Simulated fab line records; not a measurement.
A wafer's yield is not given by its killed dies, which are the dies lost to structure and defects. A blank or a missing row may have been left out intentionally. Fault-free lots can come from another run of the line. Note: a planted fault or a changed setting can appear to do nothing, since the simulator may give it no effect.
Which tool is to blame? -- flow n5 finfet -- 24 lots with 72 wafers sampled at 6 steps, on a route of 1938 steps

## WHAT THE GAUGES READ, wafer by wafer
Not one reading of a measure or inspect step in the record can be checked against a usual standard deviation.

## TOOL THAT RAN EACH LOT (tool first, then ch and the chambers of the sampled wafers, then the start)
lot,N5_BEOL_M0_ANNEAL_135,N5_BEOL_M1_ETCH_64,N5_BEOL_M1_ALD_84,N5_BEOL_M1_SPUTTER_48,N5_BEOL_M1_ANNEAL_91,N5_BEOL_M1_SPUTTER_92
L074,"pvd sputter-02, day 5 22:17","rie diel-06 ch 1,3, day 6 00:39","ald metal-03 ch 0,1,3, day 6 03:55","pvd sputter-03, day 6 04:28","pvd sputter-03, day 6 05:38","pvd sputter-03, day 6 05:47"
L075,"pvd sputter-03, day 6 07:27","rie diel-05 ch 0,3, day 6 12:22","ald metal-03 ch 0,2, day 6 16:52","pvd sputter-03, day 6 17:26","pvd sputter-03, day 6 20:26","pvd sputter-03, day 6 20:34"
L076,"pvd sputter-02, day 6 12:54","rie diel-05 ch 1,2, day 6 16:50","ald metal-01 ch 1,2, day 7 04:18","pvd sputter-01, day 7 04:48","pvd sputter-01, day 7 05:59","pvd sputter-01, day 7 06:07"
L077,"pvd sputter-03, day 6 23:29","rie diel-05 ch 0,1,2, day 7 01:45","ald metal-02 ch 0,1,3, day 7 05:17","pvd sputter-02, day 7 07:28","pvd sputter-02, day 7 08:38","pvd sputter-02, day 7 08:47"
L078,"pvd sputter-01, day 7 01:55","rie diel-03 ch 2,3, day 7 05:20","ald metal-02 ch 1,2, day 7 15:01","pvd sputter-02, day 7 16:12","pvd sputter-02, day 7 17:23","pvd sputter-02, day 7 17:31"
L079,"pvd sputter-01, day 7 09:30","rie diel-05 ch 2,3, day 7 13:56","ald metal-01 ch 0,2,3, day 8 07:42","pvd sputter-01, day 8 08:28","pvd sputter-01, day 8 09:38","pvd sputter-01, day 8 09:47"
L080,"pvd sputter-01, day 7 16:53","rie diel-06 ch 0,1,3, day 7 20:58","ald metal-03 ch 1,2,3, day 8 07:56","pvd sputter-03, day 8 08:51","pvd sputter-03, day 8 10:02","pvd sputter-03, day 8 10:10"
L081,"pvd sputter-03, day 7 20:51","rie diel-03 ch 1,3, day 8 01:29","ald metal-01 ch 0,1, day 8 07:58","pvd sputter-02, day 8 09:35","pvd sputter-02, day 8 10:46","pvd sputter-02, day 8 10:54"
L082,"pvd sputter-02, day 7 22:23","rie diel-05 ch 1,2,3, day 8 01:52","ald metal-03 ch 0,1, day 8 11:32","pvd sputter-02, day 8 12:19","pvd sputter-02, day 8 13:30","pvd sputter-02, day 8 13:38"
L083,"pvd sputter-02, day 8 06:07","rie diel-06 ch 0,3, day 8 08:44","ald metal-03 ch 0,1,3, day 8 14:48","pvd sputter-01, day 8 15:23","pvd sputter-01, day 8 16:34","pvd sputter-01, day 8 16:42"
L084,"pvd sputter-01, day 8 14:13","rie diel-05 ch 1,2,3, day 8 18:07","ald metal-01 ch 0,3, day 9 00:42","pvd sputter-01, day 9 01:21","pvd sputter-01, day 9 02:32","pvd sputter-01, day 9 02:40"
L085,"pvd sputter-02, day 8 20:18","rie diel-06 ch 1,2,3, day 9 00:41","ald metal-03 ch 0,2,3, day 9 02:35","pvd sputter-01, day 9 03:39","pvd sputter-01, day 9 04:50","pvd sputter-01, day 9 04:58"
L086,"pvd sputter-03, day 9 02:10","rie diel-03 ch 0,2,3, day 9 05:38","ald metal-01 ch 1,2,3, day 9 17:19","pvd sputter-01, day 9 17:59","pvd sputter-01, day 9 19:10","pvd sputter-01, day 9 19:19"
L087,"pvd sputter-03, day 9 07:32","rie diel-03 ch 0,1,3, day 9 10:13","ald metal-01 ch 1,2,3, day 9 18:27","pvd sputter-01, day 9 19:50","pvd sputter-01, day 9 21:01","pvd sputter-01, day 9 21:09"
L088,"pvd sputter-01, day 9 13:15","rie diel-05 ch 0,1, day 9 15:29","ald metal-02 ch 0,1, day 9 22:18","pvd sputter-03, day 10 00:28","pvd sputter-03, day 10 01:38","pvd sputter-03, day 10 01:47"
L089,"pvd sputter-01, day 9 15:32","rie diel-03 ch 1,2,3, day 9 18:44","ald metal-01 ch 1,2,3, day 10 02:53","pvd sputter-03, day 10 04:34","pvd sputter-03, day 10 05:44","pvd sputter-03, day 10 05:53"
L090,"pvd sputter-01, day 9 22:31","rie diel-03 ch 1,2,3, day 10 01:53","ald metal-01 ch 1,2,3, day 10 05:26","pvd sputter-01, day 10 05:59","pvd sputter-01, day 10 07:10","pvd sputter-01, day 10 07:18"
L093,"pvd sputter-01, day 10 15:45","rie diel-05 ch 0,2, day 10 18:43","ald metal-02 ch 1,2,3, day 10 21:55","pvd sputter-02, day 10 22:39","pvd sputter-02, day 10 23:50","pvd sputter-02, day 10 23:58"
L091,"pvd sputter-02, day 10 18:07","rie diel-06 ch 2,3, day 10 22:00","ald metal-02 ch 1,2, day 11 06:17","pvd sputter-02, day 11 06:51","pvd sputter-02, day 11 08:02","pvd sputter-02, day 11 08:10"
L094,"pvd sputter-02, day 11 01:09","rie diel-05 ch 0,2, day 11 04:40","ald metal-02 ch 1,2, day 11 06:53","pvd sputter-02, day 11 08:59","pvd sputter-02, day 11 10:10","pvd sputter-02, day 11 10:19"
L092,"pvd sputter-02, day 11 04:07","rie diel-05 ch 1,2, day 11 07:04","ald metal-02 ch 1,3, day 11 19:41","pvd sputter-03, day 11 20:28","pvd sputter-03, day 11 21:38","pvd sputter-03, day 11 21:47"
L095,"pvd sputter-03, day 11 05:53","rie diel-06 ch 0,2,3, day 11 10:41","ald metal-03 ch 2,3, day 11 19:26","pvd sputter-01, day 11 20:13","pvd sputter-01, day 11 21:23","pvd sputter-01, day 11 21:32"
L096,"pvd sputter-02, day 11 11:43","rie diel-03 ch 0,3, day 11 14:55","ald metal-03 ch 2,3, day 11 22:23","pvd sputter-01, day 11 22:53","pvd sputter-01, day 12 00:04","pvd sputter-01, day 12 00:12"
L097,"pvd sputter-01, day 11 18:47","rie diel-03 ch 0,3, day 11 22:59","ald metal-01 ch 0,3, day 12 02:23","pvd sputter-01, day 12 03:37","pvd sputter-01, day 12 04:48","pvd sputter-01, day 12 04:56"
- N5_BEOL_M0_ANNEAL_135: time 60 s.
- N5_BEOL_M1_ETCH_64: etches SOC in N2/H2, target depth 75 nm, overetch 15 nm, time 112.5 s.
- N5_BEOL_M1_ALD_84: deposits TaN, pulse time 2 s, purge time 3 s, co reactant purge time 2 s.
- N5_BEOL_M1_SPUTTER_48: material Cu, target thk 4.5 nm, time 8.29 s.
- N5_BEOL_M1_ANNEAL_91: time 240 s.
- N5_BEOL_M1_SPUTTER_92: material Cu, target thk 4.5 nm, time 8.29 s.

## AS READ BY THE TOOLS THEMSELVES (means over the sampled wafers that have a number; for cases with no such wafer, the mark the record gives instead)
N5_BEOL_M0_ANNEAL_135. Usual: 819 W for heater power w, sd 79.
lot,tool,heater power w (W),flag
L074,pvd sputter-02,804,
L075,pvd sputter-03,809,
L076,pvd sputter-02,779,
L077,pvd sputter-03,918,
L078,pvd sputter-01,810,
L079,pvd sputter-01,803,
L080,pvd sputter-01,811,
L081,pvd sputter-03,847,
L082,pvd sputter-02,805,
L083,pvd sputter-02,801,
L084,pvd sputter-01,787,
L085,pvd sputter-02,818,
L086,pvd sputter-03,802,
L087,pvd sputter-03,881,
L088,pvd sputter-01,859,
L089,pvd sputter-01,796,
L090,pvd sputter-01,824,
L093,pvd sputter-01,801,
L091,pvd sputter-02,787,
L094,pvd sputter-02,796,
L092,pvd sputter-02,800,
L095,pvd sputter-03,852,
L096,pvd sputter-02,717,
L097,pvd sputter-01,848,

N5_BEOL_M1_ETCH_64. Usual: drypump motor current A 5.82 A (standard deviation 0.26); n2 flow sccm 200.0 sccm (standard deviation 0.55); oes product au 0.62 a.u. (standard deviation 0.066); rf vpp V 524.3 V (standard deviation 2.6); showerhead plenum p Torr 2.56 Torr (standard deviation 0.084); temp c 39.99 C (standard deviation 0.11); throttle valve pct 17.8 % (standard deviation 0.32).
lot,tool,drypump motor current A (A),n2 flow sccm (sccm),oes product au (a.u.),rf vpp V (V),showerhead plenum p Torr (Torr),temp c (C),throttle valve pct (%),flag
L074,rie diel-06,5.71,199.8,0.68,523.2,2.53,39.96,17.5,
L075,rie diel-05,5.62,199.8,0.60,525.5,2.60,40.07,17.7,
L076,rie diel-05,6.00,200.2,0.56,523.1,2.50,39.89,18.2,
L077,rie diel-05,5.87,200.3,0.56,524.7,2.56,39.99,18.0,
L078,rie diel-03,5.63,200.5,0.68,525.9,2.63,39.95,17.6,
L079,rie diel-05,5.76,200.3,0.67,524.4,2.53,40.11,17.8,
L080,rie diel-06,5.79,199.6,0.62,524.5,2.54,40.01,17.7,
L081,rie diel-03,6.05,199.8,0.60,524.6,2.59,39.89,17.7,
L082,rie diel-05,5.88,200.0,0.61,523.6,2.55,40.10,18.0,
L083,rie diel-06,5.95,199.9,0.64,522.5,2.48,40.11,17.5,
L084,rie diel-05,5.87,200.7,0.60,522.8,2.55,40.02,18.0,
L085,rie diel-06,5.70,199.7,0.61,525.4,2.55,39.96,17.8,
L086,rie diel-03,5.60,199.2,0.67,525.6,2.59,40.02,17.8,
L087,rie diel-03,5.82,200.5,0.64,524.6,2.57,39.92,17.8,
L088,rie diel-05,5.83,199.7,0.61,525.4,2.61,40.07,17.9,
L089,rie diel-03,5.84,199.8,0.63,525.8,2.60,39.94,17.7,
L090,rie diel-03,5.83,199.4,0.63,525.1,2.60,39.97,17.7,
L093,rie diel-05,5.93,200.1,0.61,521.9,2.48,40.00,17.9,
L091,rie diel-06,5.85,199.8,0.61,522.6,2.51,40.00,17.9,
L094,rie diel-05,5.74,199.8,0.65,523.8,2.54,40.10,17.6,
L092,rie diel-05,5.99,199.9,0.55,521.5,2.49,40.05,18.2,
L095,rie diel-06,5.94,199.9,0.60,522.9,2.50,39.97,17.8,
L096,rie diel-03,5.56,200.9,0.66,522.8,2.56,40.06,18.0,
L097,rie diel-03,5.51,199.6,0.63,522.0,2.51,40.04,18.0,

N5_BEOL_M1_ALD_84. Usual: heater power w 407 W, standard deviation 40; mfc carrier sccm 1501 sccm, standard deviation 4.4.
lot,tool,heater power w (W),mfc carrier sccm (sccm),flag
L074,ald metal-03,371,1501,
L075,ald metal-03,406,1499,
L076,ald metal-01,387,1497,
L077,ald metal-02,425,1501,
L078,ald metal-02,372,1503,
L079,ald metal-01,434,1500,
L080,ald metal-03,397,1506,
L081,ald metal-01,415,1502,
L082,ald metal-03,381,1501,
L083,ald metal-03,377,1497,
L084,ald metal-01,462,1504,
L085,ald metal-03,387,1504,
L086,ald metal-01,413,1502,
L087,ald metal-01,405,1499,
L088,ald metal-02,420,1501,
L089,ald metal-01,407,1500,
L090,ald metal-01,410,1503,
L093,ald metal-02,394,1501,
L091,ald metal-02,372,1501,
L094,ald metal-02,372,1493,
L092,ald metal-02,412,1499,
L095,ald metal-03,392,1502,
L096,ald metal-03,405,1497,
L097,ald metal-01,460,1503,

N5_BEOL_M1_SPUTTER_48. Usual: chuck sensor temp C -15.8 C, standard deviation 0.46; throttle valve pct 30.1 %, standard deviation 0.95.
lot,tool,chuck sensor temp C (C),throttle valve pct (%),flag
L074,pvd sputter-03,-15.8,30.1,
L075,pvd sputter-03,-15.9,29.7,
L076,pvd sputter-01,-15.7,30.2,
L077,pvd sputter-02,-15.6,31.3,
L078,pvd sputter-02,-15.8,29.7,
L079,pvd sputter-01,-15.3,29.5,
L080,pvd sputter-03,-15.9,29.7,
L081,pvd sputter-02,-16.0,31.2,
L082,pvd sputter-02,-15.5,30.2,
L083,pvd sputter-01,-16.2,30.5,
L084,pvd sputter-01,-16.0,29.5,
L085,pvd sputter-01,-15.9,30.1,
L086,pvd sputter-01,-15.7,30.1,
L087,pvd sputter-01,-15.5,30.5,
L088,pvd sputter-03,-15.7,29.5,
L089,pvd sputter-03,-16.1,29.3,
L090,pvd sputter-01,-15.9,31.1,
L093,pvd sputter-02,-15.8,30.1,
L091,pvd sputter-02,-16.2,30.5,
L094,pvd sputter-02,-15.7,30.7,
L092,pvd sputter-03,-16.4,28.7,
L095,pvd sputter-01,-15.7,30.8,
L096,pvd sputter-01,-15.9,31.0,
L097,pvd sputter-01,-15.8,30.1,

N5_BEOL_M1_ANNEAL_91. Usual: 821 W for heater power w, sd 74.
lot,tool,heater power w (W),flag
L074,pvd sputter-03,848,
L075,pvd sputter-03,897,
L076,pvd sputter-01,838,
L077,pvd sputter-02,808,
L078,pvd sputter-02,828,
L079,pvd sputter-01,831,
L080,pvd sputter-03,891,
L081,pvd sputter-02,835,
L082,pvd sputter-02,814,
L083,pvd sputter-01,844,
L084,pvd sputter-01,790,
L085,pvd sputter-01,813,
L086,pvd sputter-01,852,
L087,pvd sputter-01,817,
L088,pvd sputter-03,764,
L089,pvd sputter-03,851,
L090,pvd sputter-01,841,
L093,pvd sputter-02,744,
L091,pvd sputter-02,805,
L094,pvd sputter-02,736,
L092,pvd sputter-03,861,
L095,pvd sputter-01,871,
L096,pvd sputter-01,835,
L097,pvd sputter-01,837,

N5_BEOL_M1_SPUTTER_92. Usual: chuck sensor temp C -15.8 C, standard deviation 0.46; throttle valve pct 30.1 %, standard deviation 0.96.
lot,tool,chuck sensor temp C (C),throttle valve pct (%),flag
L074,pvd sputter-03,-15.9,29.9,
L075,pvd sputter-03,-15.9,29.7,
L076,pvd sputter-01,-15.7,30.2,
L077,pvd sputter-02,-15.7,31.4,
L078,pvd sputter-02,-15.8,29.7,
L079,pvd sputter-01,-15.3,29.5,
L080,pvd sputter-03,-15.8,29.7,
L081,pvd sputter-02,-16.0,31.1,
L082,pvd sputter-02,-15.6,30.1,
L083,pvd sputter-01,-16.1,30.5,
L084,pvd sputter-01,-15.9,29.6,
L085,pvd sputter-01,-16.0,30.3,
L086,pvd sputter-01,-15.7,30.0,
L087,pvd sputter-01,-15.5,30.3,
L088,pvd sputter-03,-15.7,29.6,
L089,pvd sputter-03,-16.1,29.3,
L090,pvd sputter-01,-16.0,31.1,
L093,pvd sputter-02,-15.8,29.9,
L091,pvd sputter-02,-16.1,30.5,
L094,pvd sputter-02,-15.7,30.9,
L092,pvd sputter-03,-16.5,28.5,
L095,pvd sputter-01,-15.8,30.8,
L096,pvd sputter-01,-16.0,31.0,
L097,pvd sputter-01,-15.7,30.1,

## THE ANSWER, worked out from the rows above alone
Rule: lot off if the mean of its wafers having a number is beyond 3 standard deviations from the usual mean. Also off: a lot with no number at a reading for which 4 or more lots have one. All remaining lots with rows at the step are treated as sound. First the gauges in route order, then the tools' own readings, where a lot's mean is used as printed above. At the first step where some lot is off, the reading lying furthest off is the one used; lots without a number count as furthest.
Across all readings shown, no lot is off: no conclusion can be drawn from this.

## WHAT THE SIMULATOR PUT IN
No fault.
